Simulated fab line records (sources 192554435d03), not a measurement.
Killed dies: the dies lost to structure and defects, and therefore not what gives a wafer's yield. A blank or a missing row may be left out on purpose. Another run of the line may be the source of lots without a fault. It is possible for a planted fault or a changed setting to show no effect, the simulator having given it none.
A struck lot beside a sound one | flow n5-finfet | 37 out of 1938 route steps
Sound: these wafers, L847.1, L847.5, L847.6. Struck: wafers L843.4, L843.5 (left out: L843.6, a lot-mate that was not struck); the cause follows at the end.
At each step with rows: each side's tool, then ch and its chambers, then its first start. Under that, the readings that differ: sound wafers | struck wafers | difference of the means | sigmas: that difference in standard deviations of wafers without a fault.
alike: readings whose means differ by less than 2 such deviations, and words and numbers that are the same on both sides. not compared: withheld readings, readings that some wafer has no value for, bounds like >300 that may hide the same value, and numbers for which the record gives no deviation and whose values overlap.
Wherever a step has rows on one side only, a row that says differs or no value, or a row with sigmas, the two part there. When numbers do not overlap yet have no deviation, they are printed without sigmas and do not part them. A reading missing from all wafers of one side parts the sides only when that side holds two or more wafers.

first, 9 steps without rows for these wafers: N5_BEOL_M6_ALD_77 (deposits TaN, target thk 2 nm, pulse time 2 s, purge time 3 s); N5_BEOL_M6_SURFACE_TREAT_79; N5_BEOL_M6_CVD_78 (deposits Co from CCTBA/H2, target thk 2 nm, time 142.3 s); N5_BEOL_M6_SPUTTER_48 (material Cu, target thk 10 nm, time 1.667 s); N5_BEOL_M6_ECD_50 (material Cu, target thk 300 nm); N5_BEOL_M6_ANNEAL_51 (time 90 s); N5_BEOL_M6_CMP_52 (polishes, stops on SiCOH lowk, t overpolish 6.9 s, target thk 80 nm); N5_BEOL_M6_PRE_CLEAN_55 (time 15 s); N5_BEOL_M6_DEP_56 (deposits SiCN from 3MS/NH3, target thk 10 nm, time 17.5 s).
N5_BEOL_M7_ILD_DEP_00: deposits SiCOH lowk from DEMS/porogen, target thk 179.75 nm, time 33.4 s.
  sound on pecvd-02 ch 0,2, day 14 09:23; struck on pecvd-04 ch 0,1, day 13 20:15
  reading                                            | sound           | struck      | difference | sigmas
  heater-power-w (W)                                 | 400 392 309     | 262 231     | -120       | -3
  model.SiCOH_lowk_of_BEOL_M7_ILD_DEP_00.thk-nm (nm) | 176 177.8 182.2 | 143.4 145.4 | -34.3      |
  alike: showerhead-plenum-p-Torr, throttle-valve-pct
  not compared: since-wet-clean-h
then, 1 step without rows for these wafers: N5_BEOL_M7_CURE_74 (cures SiCOH lowk, time 240 s).
N5_BEOL_M7_THK_MEAS_01:
  struck on film-metro-02, day 13 20:49; sound on film-metro-01, day 14 09:57
  reading         | sound             | struck      | difference | sigmas
  M7_ILD_THK (nm) | 151.7 153.2 157.2 | 123.4 125.2 | -29.7      | -13
then, 23 steps without rows for these wafers: N5_BEOL_M7_PECVD_70 (deposits SiO2 from TEOS/O2, target thk 20 nm, time 22.7 s); N5_BEOL_M7_HM_DEP_02 (deposits TiN, target thk 20 nm); N5_BEOL_M7_COAT_59 (time 60 s, resist thk 100 nm); N5_BEOL_M7_COAT_60 (time 60 s, resist thk 35 nm); N5_BEOL_M7_COAT_05 (resist thk 90 nm); N5_BEOL_M7_EBR_07; N5_BEOL_M7_SOFTBAKE_06 (time 60 s); N5_BEOL_M7_EXPOSE_08 (exposes mask M7); N5_BEOL_M7_PEB_09 (peb time 60 s); N5_BEOL_M7_DEVELOP_10 (develop time 30 s); N5_BEOL_M7_DESCUM_16 (chemistry O2, time 7.9 s); N5_BEOL_M7_ETCH_61 (etches SiARC in CF4, target depth 45.5 nm, time 75.8 s); N5_BEOL_M7_ETCH_62 (etches SOC in N2/H2, target depth 110 nm, overetch 22 nm, time 165 s); N5_BEOL_M7_STRIP_68 (strips in N2/H2); N5_BEOL_M7_STRIP_67 (strips in CF4); N5_BEOL_M7_HM_OPEN_17 (chemistry Cl2/BCl3, target TiN, target depth 20 nm, overetch 6 nm); N5_BEOL_M7_STRIP_19 (strips in O2); N5_BEOL_M7_COAT_63 (time 60 s, resist thk 60 nm); N5_BEOL_M7_COAT_64 (time 60 s, resist thk 12 nm); N5_BEOL_M7_COAT_71 (time 60 s, resist thk 5 nm); N5_BEOL_M7_COAT_22 (resist thk 30 nm); N5_BEOL_M7_EBR_24; N5_BEOL_M7_SOFTBAKE_23 (time 60 s).
N5_BEOL_M7_CMP_52: polishes, stops on SiCOH lowk, t overpolish 6.9 s, target thk 80 nm.
  sound on cmp-03 ch 0,1,3, day 14 15:53; struck on cmp-03 ch 0,2, day 14 07:07
  reading                                            | sound             | struck    | difference | sigmas
  model.SiCOH_lowk_of_BEOL_M7_ILD_DEP_00.thk-nm (nm) | 148.8 150.2 154.2 | 120.4 122 | -29.9      |
  alike: motor-current-A, slurry-filter-dp-kPa
after that, 1 step had no rows for these wafers: N5_PASSIVATION_PROBE_49.

## WHERE THEY PART
First at N5_BEOL_M7_ILD_DEP_00; last, within this record, at N5_BEOL_M7_THK_MEAS_01. Later steps at which nothing parts them and some readings are alike: N5_BEOL_M7_CMP_52.

WHY: whatever the simulator had introduced
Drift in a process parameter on pecvd-04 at N5_BEOL_M7_ILD_DEP_00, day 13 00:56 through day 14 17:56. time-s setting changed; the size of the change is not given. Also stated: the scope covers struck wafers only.
